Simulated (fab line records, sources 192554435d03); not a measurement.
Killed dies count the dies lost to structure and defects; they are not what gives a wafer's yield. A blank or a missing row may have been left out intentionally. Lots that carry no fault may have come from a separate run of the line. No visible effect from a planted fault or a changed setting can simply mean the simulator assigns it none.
Matching of chambers -- flow n5 finfet -- N5_GATE_CUT_CMP_61 on cmp-02: 4 sister chambers
The step polishes, stops on SiNx, t overpolish 3 s. 18 wafers are shown with their chamber, then 9 later ones without.

== WAFERS PAIRED WITH THEIR CHAMBERS ==
wafer,chamber,motor current A (A),head pressure psi (psi)
L076.1,3,11.9,3.999
L076.3,2,12.0,4.009
L076.6,3,11.6,3.997
L077.1,2,12.4,3.995
L077.3,0,13.0,3.994
L077.6,2,12.4,4.002
L082.1,1,11.2,3.994
L082.2,2,12.2,3.996
L082.4,0,13.2,3.982
L084.1,0,13.7,4.004
L084.2,3,11.5,3.997
L084.6,3,11.9,3.995
L086.1,1,11.2,3.995
L086.3,3,11.7,4.001
L086.6,3,12.1,3.994
L087.1,1,10.8,3.993
L087.3,0,13.5,3.997
L087.6,3,11.3,3.991

SIGNATURES (means of the wafers above)
reading,chamber 0,chamber 1,chamber 2,chamber 3,scatter within a chamber
motor current A,13.350,11.067,12.250,11.714,0.261
head pressure psi,3.99425,3.99400,4.00050,3.99629,0.00564
Rule: distance of a wafer from a chamber = root of the sum over the readings of ((wafer's reading minus chamber's mean) / reading's scatter) squared. If the next closest chamber is less than 2 further off than the closest, the wafer can't be placed; otherwise it belongs to the closest. The scatter: the root of (the sum of the squares of (reading less its chamber's mean) over the shown wafers, divided by (wafers less chambers)).

== WAFERS WHOSE CHAMBER IS MISSING ==
wafer,motor current A (A),head pressure psi (psi)
L089.2,12.2,4.008
L089.3,11.3,4.012
L089.4,11.7,3.991
L095.2,11.7,3.993
L095.3,11.2,3.996
L095.4,12.2,4.009
L097.2,11.6,4.001
L097.4,13.3,4.017
L097.5,13.3,4.010

== THE CHAMBER EACH PASSED THROUGH ==
wafer,from the rows above,in truth
L089.2,can't be placed: 2 or 3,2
L089.3,can't be placed: 3 or 1 or 2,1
L089.4,can't be placed: 3 or 1 or 2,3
L095.2,can't be placed: 3 or 1 or 2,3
L095.3,can't be placed: 1 or 3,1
L095.4,can't be placed: 2 or 3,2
L097.2,can't be placed: 3 or 1 or 2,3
L097.4,can't be placed: 0 or 2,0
L097.5,can't be placed: 0 or 2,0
Correct placement for 0 of the 9. Can't be placed from these rows: 9 (the true chamber is among the candidates in 9). Number placed wrongly: 0.
